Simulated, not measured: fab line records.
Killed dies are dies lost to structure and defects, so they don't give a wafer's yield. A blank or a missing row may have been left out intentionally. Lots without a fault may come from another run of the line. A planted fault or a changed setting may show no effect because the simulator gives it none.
fab line records / flow n5-finfet
record: lots: 6 wafers: 18 last-day: 18
route steps=1938 shown BEOL_M1@772
lots that met no fault: taken from a fault-free run of the same line
start-h: the number of hours between the record's first day and the start of the first shown wafer of the lot / wait-h: hours elapsed since this lot's preceding step / " identical to the entry in the row above / L1.1+2: a single row standing in for several wafers / - no value, or no start was given / * or withheld: withheld / < > ~ a bound
route shown NAME@n: names a module that has steps shown in the file, with the first one's number in the route / usual: mean and standard deviation over wafers with no fault / same: alike in all rows / chamber/n: place in a boat / sites: each site's reading / _std_site: how widely they spread, as a standard deviation / _edge_site: outer sites' mean less inner sites' / radius-mm: for every site, how far away it sits from the centre of the wafer / mask NAME#n: copy n / behind: the tool/chamber that last shaped the wafer / hold: cause of the lot's hold/its duration in hours/its outcome / device: which transistor (n, p or np) failed to switch / end of line: tests run on the same wafers once the route is complete / a step without rows: its recipe alone / killed: the dies lost at the first sort to structure and to defects; this is not the yield of the wafer / map: a wafer's dies, marking killed ones x, the rest . and places with no die _
set.NAME: the run value of the setting; set.NAME@STEP: its run value at that earlier step / model.NAME: the simulator's own value behind a step, which no gauge read
certain route steps with their lots: each step a table, each wafer a row
services: from which hour (start-h, from the record's first day; less than 0 if before it) a tool's chamber was out of use, for how many hours, and why
== steps ==
step: N5_BEOL_M1_STRIP_75
recipe: chemistry: N2/H2 temp-c: 40 n2-flow-sccm: 200 h2-flow-sccm: 200 rf-frequency-hz: 6e+07
step: N5_BEOL_M1_STRIP_66
recipe: chemistry: CF4 resist: SiARC power-w: 300 bias-power-w: 75 pressure-mtorr: 50 cf4-flow-sccm: 150 rf-frequency-hz: 6e+07
usual: drypump-motor-current-A: 5.72/0.28 oes-product-au: 0.79/0.083 rf-vpp-V: 270.6/1.5 showerhead-plenum-p-Torr: 1.78/0.059 throttle-valve-pct: 13.63/0.21
lot.wafer=L542.3 tool=rie-diel-03 chamber=3 start-h=156.52 wait-h=0.0 drypump-motor-current-A=5.69 oes-product-au=0.76 rf-hours-counter-h=165 rf-vpp-V=268.7 showerhead-plenum-p-Torr=1.74 throttle-valve-pct=13.89
lot.wafer=L542.4 tool=rie-diel-03 chamber=3 start-h=156.52 wait-h=0.0 drypump-motor-current-A=5.70 oes-product-au=0.76 rf-hours-counter-h=- rf-vpp-V=268.7 showerhead-plenum-p-Torr=1.74 throttle-valve-pct=13.91
lot.wafer=L542.5 tool=rie-diel-03 chamber=2 start-h=156.52 wait-h=0.0 drypump-motor-current-A=6.05 oes-product-au=0.69 rf-hours-counter-h=- rf-vpp-V=269.9 showerhead-plenum-p-Torr=1.71 throttle-valve-pct=13.55
lot.wafer=L546.1 tool=rie-diel-06 chamber=0 start-h=185.43 wait-h=0.0 drypump-motor-current-A=5.58 oes-product-au=0.89 rf-hours-counter-h=38 rf-vpp-V=270.9 showerhead-plenum-p-Torr=1.76 throttle-valve-pct=13.26
lot.wafer=L546.2 tool=rie-diel-06 chamber=3 start-h=185.43 wait-h=0.0 drypump-motor-current-A=5.85 oes-product-au=0.76 rf-hours-counter-h=136 rf-vpp-V=269.4 showerhead-plenum-p-Torr=1.73 throttle-valve-pct=13.54
lot.wafer=L546.3 tool=rie-diel-06 chamber=1 start-h=185.43 wait-h=0.0 drypump-motor-current-A=5.63 oes-product-au=0.75 rf-hours-counter-h=168 rf-vpp-V=268.4 showerhead-plenum-p-Torr=1.75 throttle-valve-pct=13.73
lot.wafer=L552.3 tool=rie-diel-03 chamber=0 start-h=218.70 wait-h=0.0 drypump-motor-current-A=6.41 oes-product-au=0.88 rf-hours-counter-h=22 rf-vpp-V=271.3 showerhead-plenum-p-Torr=1.75 throttle-valve-pct=13.33
lot.wafer=L552.5 tool=rie-diel-03 chamber=0 start-h=218.70 wait-h=0.0 drypump-motor-current-A=6.39 oes-product-au=0.89 rf-hours-counter-h=- rf-vpp-V=270.7 showerhead-plenum-p-Torr=1.75 throttle-valve-pct=13.31
lot.wafer=L552.6 tool=rie-diel-03 chamber=3 start-h=218.70 wait-h=0.0 drypump-motor-current-A=5.70 oes-product-au=0.74 rf-hours-counter-h=- rf-vpp-V=269.5 showerhead-plenum-p-Torr=1.74 throttle-valve-pct=13.94
lot.wafer=L553.1 tool=rie-diel-06 chamber=0 start-h=221.90 wait-h=0.0 drypump-motor-current-A=5.55 oes-product-au=0.86 rf-hours-counter-h=49 rf-vpp-V=270.4 showerhead-plenum-p-Torr=1.76 throttle-valve-pct=13.29
lot.wafer=L553.2 tool=rie-diel-06 chamber=3 start-h=221.90 wait-h=0.0 drypump-motor-current-A=5.89 oes-product-au=0.75 rf-hours-counter-h=146 rf-vpp-V=269.3 showerhead-plenum-p-Torr=1.73 throttle-valve-pct=13.55
lot.wafer=L553.3 tool=rie-diel-06 chamber=2 start-h=221.90 wait-h=0.0 drypump-motor-current-A=5.35 oes-product-au=0.96 rf-hours-counter-h=3 rf-vpp-V=273.2 showerhead-plenum-p-Torr=1.92 throttle-valve-pct=13.40
lot.wafer=L557.1 tool=rie-diel-03 chamber=2 start-h=254.09 wait-h=0.0 drypump-motor-current-A=6.05 oes-product-au=0.67 rf-hours-counter-h=225 rf-vpp-V=268.7 showerhead-plenum-p-Torr=1.70 throttle-valve-pct=13.64
lot.wafer=L557.2 tool=rie-diel-03 chamber=1 start-h=254.09 wait-h=0.0 drypump-motor-current-A=5.91 oes-product-au=0.74 rf-hours-counter-h=164 rf-vpp-V=269.7 showerhead-plenum-p-Torr=1.81 throttle-valve-pct=13.77
lot.wafer=L557.3 tool=rie-diel-03 chamber=3 start-h=254.09 wait-h=0.0 drypump-motor-current-A=5.70 oes-product-au=0.74 rf-hours-counter-h=191 rf-vpp-V=270.2 showerhead-plenum-p-Torr=1.73 throttle-valve-pct=13.95
lot.wafer=L558.1 tool=rie-diel-05 chamber=2 start-h=257.07 wait-h=0.0 drypump-motor-current-A=5.33 oes-product-au=0.71 rf-hours-counter-h=215 rf-vpp-V=270.5 showerhead-plenum-p-Torr=1.78 throttle-valve-pct=13.81
lot.wafer=L558.2 tool=rie-diel-05 chamber=0 start-h=257.07 wait-h=0.0 drypump-motor-current-A=5.49 oes-product-au=0.88 rf-hours-counter-h=37 rf-vpp-V=272.3 showerhead-plenum-p-Torr=1.83 throttle-valve-pct=13.77
lot.wafer=L558.4 tool=rie-diel-05 chamber=1 start-h=257.07 wait-h=0.0 drypump-motor-current-A=5.74 oes-product-au=0.73 rf-hours-counter-h=182 rf-vpp-V=271.8 showerhead-plenum-p-Torr=1.88 throttle-valve-pct=13.74
step: N5_BEOL_M1_HM_OPEN_17
recipe: chemistry: Cl2/BCl3 target-depth-a: 200 overetch-a: 60 target: TiN mask-material: SOC ion-energy-ev: 150 pressure-mtorr: 10 icp-w: 1000 bias-w: 126 Cl2_flow_sccm: 53.25 bcl3-flow-sccm: 21.75 Ar_flow_sccm: 25
usual: drypump-motor-current-A: 5.3/0.59 oes_ar_750_au: 0.72/0.077 oes-product-au: 0.62/0.06 throttle-valve-pct: 22.22/0.091
lot.wafer=L542.3 tool=rie-metal-02 chamber=0 start-h=156.59 wait-h=0.1 drypump-motor-current-A=5.8 oes_ar_750_au=0.58 oes-product-au=0.52 rf-hours-counter-h=- throttle-valve-pct=22.23
lot.wafer=L542.4 tool=rie-metal-02 chamber=1 start-h=156.59 wait-h=0.1 drypump-motor-current-A=4.7 oes_ar_750_au=0.76 oes-product-au=0.64 rf-hours-counter-h=- throttle-valve-pct=22.19
lot.wafer=L542.5 tool=rie-metal-02 chamber=1 start-h=156.59 wait-h=0.1 drypump-motor-current-A=4.7 oes_ar_750_au=0.75 oes-product-au=0.64 rf-hours-counter-h=- throttle-valve-pct=22.18
lot.wafer=L546.1 tool=rie-metal-02 chamber=0 start-h=185.47 wait-h=0.0 drypump-motor-current-A=5.8 oes_ar_750_au=0.58 oes-product-au=0.52 rf-hours-counter-h=126 throttle-valve-pct=22.24
lot.wafer=L546.2 tool=rie-metal-02 chamber=1 start-h=185.47 wait-h=0.0 drypump-motor-current-A=4.7 oes_ar_750_au=0.76 oes-product-au=0.64 rf-hours-counter-h=43 throttle-valve-pct=22.17
lot.wafer=L546.3 tool=rie-metal-02 chamber=1 start-h=185.47 wait-h=0.0 drypump-motor-current-A=4.7 oes_ar_750_au=0.75 oes-product-au=0.65 rf-hours-counter-h=- throttle-valve-pct=22.21
lot.wafer=L552.3 tool=rie-metal-02 chamber=1 start-h=218.78 wait-h=0.1 drypump-motor-current-A=4.7 oes_ar_750_au=0.75 oes-product-au=0.64 rf-hours-counter-h=- throttle-valve-pct=22.19
lot.wafer=L552.5 tool=rie-metal-02 chamber=0 start-h=218.78 wait-h=0.1 drypump-motor-current-A=5.8 oes_ar_750_au=0.57 oes-product-au=0.52 rf-hours-counter-h=- throttle-valve-pct=22.22
lot.wafer=L552.6 tool=rie-metal-02 chamber=1 start-h=218.78 wait-h=0.1 drypump-motor-current-A=4.7 oes_ar_750_au=0.74 oes-product-au=0.64 rf-hours-counter-h=- throttle-valve-pct=22.18
lot.wafer=L553.1 tool=rie-metal-01 chamber=0 start-h=221.94 wait-h=0.0 drypump-motor-current-A=6.2 oes_ar_750_au=0.72 oes-product-au=0.61 rf-hours-counter-h=72 throttle-valve-pct=22.32
lot.wafer=L553.2 tool=rie-metal-01 chamber=1 start-h=221.94 wait-h=0.0 drypump-motor-current-A=4.9 oes_ar_750_au=0.79 oes-product-au=0.69 rf-hours-counter-h=36 throttle-valve-pct=22.19
lot.wafer=L553.3 tool=rie-metal-01 chamber=0 start-h=221.94 wait-h=0.0 drypump-motor-current-A=6.2 oes_ar_750_au=0.72 oes-product-au=0.61 rf-hours-counter-h=- throttle-valve-pct=22.31
lot.wafer=L557.1 tool=rie-metal-03 chamber=1 start-h=254.13 wait-h=0.0 drypump-motor-current-A=4.9 oes_ar_750_au=0.74 oes-product-au=0.65 rf-hours-counter-h=50 throttle-valve-pct=22.33
lot.wafer=L557.2 tool=rie-metal-03 chamber=0 start-h=254.13 wait-h=0.0 drypump-motor-current-A=5.5 oes_ar_750_au=0.78 oes-product-au=0.68 rf-hours-counter-h=40 throttle-valve-pct=22.05
lot.wafer=L557.3 tool=rie-metal-03 chamber=1 start-h=254.13 wait-h=0.0 drypump-motor-current-A=4.9 oes_ar_750_au=0.73 oes-product-au=0.65 rf-hours-counter-h=- throttle-valve-pct=22.35
lot.wafer=L558.1 tool=rie-metal-03 chamber=0 start-h=257.11 wait-h=0.0 drypump-motor-current-A=5.4 oes_ar_750_au=0.78 oes-product-au=0.69 rf-hours-counter-h=40 throttle-valve-pct=22.06
lot.wafer=L558.2 tool=rie-metal-03 chamber=1 start-h=257.11 wait-h=0.0 drypump-motor-current-A=4.9 oes_ar_750_au=0.74 oes-product-au=0.65 rf-hours-counter-h=50 throttle-valve-pct=22.33
lot.wafer=L558.4 tool=rie-metal-03 chamber=0 start-h=257.11 wait-h=0.0 drypump-motor-current-A=5.5 oes_ar_750_au=0.78 oes-product-au=0.68 rf-hours-counter-h=- throttle-valve-pct=22.06
step: N5_BEOL_M1_STRIP_19
recipe: chemistry: O2 power-w: 400 temp-c: 40 pressure-mtorr: 30 rf-frequency-hz: 6e+07 bias-power-w: 0 overash-fraction: 0.2 o2-flow-sccm: 225
usual: drypump-motor-current-A: 5.76/0.3 oes-product-au: 0.79/0.083 rf-vpp-V: 3.7/0.48 showerhead-plenum-p-Torr: 2.07/0.068 throttle-valve-pct: 16.67/0.15
lot.wafer=L542.3 tool=rie-diel-05 chamber=0 start-h=156.67 wait-h=0.1 drypump-motor-current-A=5.51 oes-product-au=1.00 rf-hours-counter-h=6 rf-vpp-V=4.0 showerhead-plenum-p-Torr=2.12 throttle-valve-pct=16.71
lot.wafer=L542.4 tool=rie-diel-05 chamber=2 start-h=156.67 wait-h=0.1 drypump-motor-current-A=5.32 oes-product-au=0.73 rf-hours-counter-h=187 rf-vpp-V=3.4 showerhead-plenum-p-Torr=2.05 throttle-valve-pct=16.63
lot.wafer=L542.5 tool=rie-diel-05 chamber=0 start-h=156.67 wait-h=0.1 drypump-motor-current-A=5.52 oes-product-au=1.00 rf-hours-counter-h=- rf-vpp-V=4.0 showerhead-plenum-p-Torr=2.12 throttle-valve-pct=16.70
lot.wafer=L546.1 tool=rie-diel-06 chamber=3 start-h=185.70 wait-h=0.2 drypump-motor-current-A=5.85 oes-product-au=0.77 rf-hours-counter-h=136 rf-vpp-V=4.9 showerhead-plenum-p-Torr=2.00 throttle-valve-pct=16.52
lot.wafer=L546.2 tool=rie-diel-06 chamber=0 start-h=185.70 wait-h=0.2 drypump-motor-current-A=5.57 oes-product-au=0.86 rf-hours-counter-h=38 rf-vpp-V=3.5 showerhead-plenum-p-Torr=2.05 throttle-valve-pct=16.37
lot.wafer=L546.3 tool=rie-diel-06 chamber=1 start-h=185.70 wait-h=0.2 drypump-motor-current-A=5.63 oes-product-au=0.75 rf-hours-counter-h=168 rf-vpp-V=2.9 showerhead-plenum-p-Torr=2.03 throttle-valve-pct=16.78
lot.wafer=L552.3 tool=rie-diel-05 chamber=0 start-h=218.87 wait-h=0.1 drypump-motor-current-A=5.48 oes-product-au=0.94 rf-hours-counter-h=28 rf-vpp-V=4.2 showerhead-plenum-p-Torr=2.11 throttle-valve-pct=16.76
lot.wafer=L552.5 tool=rie-diel-05 chamber=0 start-h=218.87 wait-h=0.1 drypump-motor-current-A=5.48 oes-product-au=0.94 rf-hours-counter-h=- rf-vpp-V=3.7 showerhead-plenum-p-Torr=2.11 throttle-valve-pct=16.74
lot.wafer=L552.6 tool=rie-diel-05 chamber=1 start-h=218.87 wait-h=0.1 drypump-motor-current-A=5.77 oes-product-au=0.73 rf-hours-counter-h=- rf-vpp-V=3.1 showerhead-plenum-p-Torr=2.18 throttle-valve-pct=16.69
lot.wafer=L553.1 tool=rie-diel-03 chamber=1 start-h=222.21 wait-h=0.2 drypump-motor-current-A=5.96 oes-product-au=0.76 rf-hours-counter-h=154 rf-vpp-V=3.7 showerhead-plenum-p-Torr=2.08 throttle-valve-pct=16.61
lot.wafer=L553.2 tool=rie-diel-03 chamber=2 start-h=222.21 wait-h=0.2 drypump-motor-current-A=6.08 oes-product-au=0.69 rf-hours-counter-h=215 rf-vpp-V=6.0 showerhead-plenum-p-Torr=1.98 throttle-valve-pct=16.67
lot.wafer=L553.3 tool=rie-diel-03 chamber=0 start-h=222.21 wait-h=0.2 drypump-motor-current-A=6.40 oes-product-au=0.88 rf-hours-counter-h=23 rf-vpp-V=2.5 showerhead-plenum-p-Torr=2.07 throttle-valve-pct=16.59
lot.wafer=L557.1 tool=rie-diel-03 chamber=1 start-h=254.24 wait-h=0.1 drypump-motor-current-A=5.99 oes-product-au=0.74 rf-hours-counter-h=164 rf-vpp-V=3.4 showerhead-plenum-p-Torr=2.07 throttle-valve-pct=16.62
lot.wafer=L557.2 tool=rie-diel-03 chamber=3 start-h=254.24 wait-h=0.1 drypump-motor-current-A=5.69 oes-product-au=0.74 rf-hours-counter-h=191 rf-vpp-V=4.0 showerhead-plenum-p-Torr=1.99 throttle-valve-pct=16.87
lot.wafer=L557.3 tool=rie-diel-03 chamber=2 start-h=254.24 wait-h=0.1 drypump-motor-current-A=6.04 oes-product-au=0.68 rf-hours-counter-h=225 rf-vpp-V=4.3 showerhead-plenum-p-Torr=1.98 throttle-valve-pct=16.70
lot.wafer=L558.1 tool=rie-diel-06 chamber=1 start-h=257.23 wait-h=0.1 drypump-motor-current-A=5.63 oes-product-au=0.73 rf-hours-counter-h=192 rf-vpp-V=3.7 showerhead-plenum-p-Torr=2.02 throttle-valve-pct=16.83
lot.wafer=L558.2 tool=rie-diel-06 chamber=2 start-h=257.23 wait-h=0.1 drypump-motor-current-A=5.33 oes-product-au=0.93 rf-hours-counter-h=12 rf-vpp-V=4.3 showerhead-plenum-p-Torr=2.26 throttle-valve-pct=16.62
lot.wafer=L558.4 tool=rie-diel-06 chamber=0 start-h=257.23 wait-h=0.1 drypump-motor-current-A=5.57 oes-product-au=0.82 rf-hours-counter-h=62 rf-vpp-V=3.2 showerhead-plenum-p-Torr=2.04 throttle-valve-pct=16.44
step: N5_BEOL_M1_CD_MEAS_18
recipe: pitch-nm: 36 target-cd-nm: 18
usual: cd-nm: 18.0/0.38
lot.wafer=L542.3 tool=cd-sem-03 chamber=- start-h=156.74 wait-h=0.1 cd-nm=17.6
lot.wafer=L542.4 tool=cd-sem-03 chamber=- start-h=156.74 wait-h=0.1 cd-nm=17.2
lot.wafer=L542.5 tool=cd-sem-03 chamber=- start-h=156.74 wait-h=0.1 cd-nm=17.4
lot.wafer=L546.1 tool=cd-sem-03 chamber=- start-h=185.77 wait-h=0.0 cd-nm=17.4
lot.wafer=L546.2 tool=cd-sem-03 chamber=- start-h=185.77 wait-h=0.0 cd-nm=17.4
lot.wafer=L546.3 tool=cd-sem-03 chamber=- start-h=185.77 wait-h=0.0 cd-nm=18.5
lot.wafer=L552.3 tool=cd-sem-03 chamber=- start-h=218.94 wait-h=0.1 cd-nm=17.7
lot.wafer=L552.5 tool=cd-sem-03 chamber=- start-h=218.94 wait-h=0.1 cd-nm=17.9
lot.wafer=L552.6 tool=cd-sem-03 chamber=- start-h=218.94 wait-h=0.1 cd-nm=17.4
lot.wafer=L553.1 tool=cd-sem-01 chamber=- start-h=222.28 wait-h=0.0 cd-nm=18.4
lot.wafer=L553.2 tool=cd-sem-01 chamber=- start-h=222.28 wait-h=0.0 cd-nm=17.9
lot.wafer=L553.3 tool=cd-sem-01 chamber=- start-h=222.28 wait-h=0.0 cd-nm=18.3
lot.wafer=L557.1 tool=cd-sem-01 chamber=- start-h=254.31 wait-h=0.0 cd-nm=18.1
lot.wafer=L557.2 tool=cd-sem-01 chamber=- start-h=254.31 wait-h=0.0 cd-nm=18.8
lot.wafer=L557.3 tool=cd-sem-01 chamber=- start-h=254.31 wait-h=0.0 cd-nm=17.7
lot.wafer=L558.1 tool=cd-sem-03 chamber=- start-h=257.30 wait-h=0.0 cd-nm=18.2
lot.wafer=L558.2 tool=cd-sem-03 chamber=- start-h=257.30 wait-h=0.0 cd-nm=18.0
lot.wafer=L558.4 tool=cd-sem-03 chamber=- start-h=257.30 wait-h=0.0 cd-nm=18.1
step: N5_BEOL_M1_COAT_67
recipe: resist: SOC temp-c: 250 time-s: 60 spin-rpm: 1500 resist-thk-nm: 60
step: N5_BEOL_M1_COAT_68
recipe: resist: SiARC temp-c: 220 time-s: 60 spin-rpm: 1500 resist-thk-nm: 12
step: N5_BEOL_M1_COAT_76
recipe: resist: underlayer temp-c: 205 time-s: 60 spin-rpm: 1500 resist-thk-nm: 5
step: N5_BEOL_M1_COAT_22
recipe: resist: CAR-EUV spin-rpm: 1500 resist-thk-nm: 30
step: N5_BEOL_M1_EBR_24
recipe: solvent: PGMEA ebr-width-mm: 1.5
step: N5_BEOL_M1_SOFTBAKE_23
recipe: temp-c: 110 time-s: 60 resist: CAR-EUV
step: N5_BEOL_M1_EXPOSE_25
recipe: mask-id: V0 na: 0.33 source-shape: quasar sigma-inner: 0.2 sigma-outer: 0.8 polarization: unpolarized defocus-nm: 5 target-cd-nm: 24 dose-mj: 63
step: N5_BEOL_M1_PEB_26
recipe: peb-temp-c: 100 peb-time-s: 60 resist: CAR-EUV
usual: chill-plate-temp-C: 23.00/0.099 exhaust-pa: 45.2/0.88
lot.wafer=L542.3 tool=litho-track-02 chamber=0 start-h=156.99 wait-h=0.1 chill-plate-temp-C=23.06 exhaust-pa=44.1
lot.wafer=L542.4 tool=litho-track-02 chamber=0 start-h=156.99 wait-h=0.1 chill-plate-temp-C=22.88 exhaust-pa=44.5
lot.wafer=L542.5 tool=litho-track-02 chamber=0 start-h=156.99 wait-h=0.1 chill-plate-temp-C=22.91 exhaust-pa=45.0
lot.wafer=L546.1 tool=litho-track-03 chamber=0 start-h=186.02 wait-h=0.1 chill-plate-temp-C=23.00 exhaust-pa=45.3
lot.wafer=L546.2 tool=litho-track-03 chamber=0 start-h=186.02 wait-h=0.1 chill-plate-temp-C=23.02 exhaust-pa=45.8
lot.wafer=L546.3 tool=litho-track-03 chamber=0 start-h=186.02 wait-h=0.1 chill-plate-temp-C=23.05 exhaust-pa=45.6
lot.wafer=L552.3 tool=litho-track-03 chamber=- start-h=219.31 wait-h=0.1 chill-plate-temp-C=- exhaust-pa=-
lot.wafer=L552.5 tool=litho-track-03 chamber=- start-h=219.31 wait-h=0.1 chill-plate-temp-C=- exhaust-pa=-
lot.wafer=L552.6 tool=litho-track-03 chamber=- start-h=219.31 wait-h=0.1 chill-plate-temp-C=- exhaust-pa=-
lot.wafer=L553.1 tool=litho-track-01 chamber=- start-h=222.66 wait-h=0.1 chill-plate-temp-C=- exhaust-pa=-
lot.wafer=L553.2 tool=litho-track-01 chamber=- start-h=222.66 wait-h=0.1 chill-plate-temp-C=- exhaust-pa=-
lot.wafer=L553.3 tool=litho-track-01 chamber=- start-h=222.66 wait-h=0.1 chill-plate-temp-C=- exhaust-pa=-
lot.wafer=L557.1 tool=litho-track-01 chamber=0 start-h=257.67 wait-h=0.1 chill-plate-temp-C=22.93 exhaust-pa=45.0
lot.wafer=L557.2 tool=litho-track-01 chamber=0 start-h=257.67 wait-h=0.1 chill-plate-temp-C=22.91 exhaust-pa=44.3
lot.wafer=L557.3 tool=litho-track-01 chamber=0 start-h=257.67 wait-h=0.1 chill-plate-temp-C=23.11 exhaust-pa=45.5
lot.wafer=L558.1 tool=litho-track-03 chamber=0 start-h=257.73 wait-h=0.1 chill-plate-temp-C=22.90 exhaust-pa=45.6
lot.wafer=L558.2 tool=litho-track-03 chamber=0 start-h=257.73 wait-h=0.1 chill-plate-temp-C=23.15 exhaust-pa=46.2
lot.wafer=L558.4 tool=litho-track-03 chamber=0 start-h=257.73 wait-h=0.1 chill-plate-temp-C=22.88 exhaust-pa=45.3
step: N5_BEOL_M1_DEVELOP_27
recipe: develop-time-s: 30 developer: TMAH resist: CAR-EUV rinse-liquid: surfactant-rinse dry: air-spin dev-temp-c: 23
== services ==
tool=rie-diel-03 chamber=1 start-h=154.43 hours=5.8 kind=repair
tool=rie-diel-06 chamber=3 start-h=165.87 hours=11.5 kind=repair
tool=rie-diel-06 chamber=2 start-h=182.28 hours=6.3 kind=repair
tool=rie-diel-06 chamber=2 start-h=188.79 hours=- kind=clean
tool=rie-diel-06 chamber=2 start-h=188.79 hours=- kind=consumable-replace:focus-ring
tool=rie-diel-06 chamber=2 start-h=188.79 hours=- kind=consumable-replace:showerhead
tool=rie-diel-06 chamber=2 start-h=188.79 hours=20.9 kind=scheduled-down
tool=rie-diel-06 chamber=2 start-h=188.79 hours=20.9 kind=vent-cycle
tool=rie-diel-03 chamber=3 start-h=204.13 hours=13.8 kind=repair
tool=rie-diel-06 chamber=- start-h=216.83 hours=4.3 kind=pm
tool=rie-metal-02 chamber=0 start-h=226.48 hours=- kind=clean
tool=rie-metal-02 chamber=0 start-h=226.48 hours=27.3 kind=scheduled-down
tool=rie-metal-02 chamber=0 start-h=226.48 hours=27.3 kind=vent-cycle
tool=rie-diel-05 chamber=3 start-h=228.51 hours=2.4 kind=repair
tool=rie-diel-06 chamber=2 start-h=235.86 hours=5.7 kind=repair
tool=rie-metal-01 chamber=1 start-h=240.63 hours=35.6 kind=repair
tool=rie-metal-03 chamber=- start-h=246.78 hours=0.1 kind=repair
tool=rie-diel-05 chamber=- start-h=249.68 hours=4.3 kind=pm
== key ==
first-sign: step: N5_BEOL_M1_PEB_26 reading: tool-record direction: missing
effect none on later readings
met-at N5_BEOL_M1_PEB_26
struck-wafers L552.3,L552.5,L552.6,L553.1,L553.2,L553.3
later-rows-left-out L552.3,L552.5,L552.6,L553.1,L553.2,L553.3
sort-left-out L552.3,L552.5,L552.6,L553.1,L553.2,L553.3
onset-between 186.02 219.31
fault: kind: skipped-step-whole tool: litho-track-01,litho-track-03 chamber: - onset-h: 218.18 steps: N5_BEOL_M1_PEB_26 scope: struck-lots-only
sort-left-out: the simulated sort isn't trusted on such a fault, so these wafers' sort isn't shown, and their yield isn't known
later-rows-left-out: the simulator's readings of these wafers behind a module that went badly wrong aren't trusted and aren't shown, but for the sort
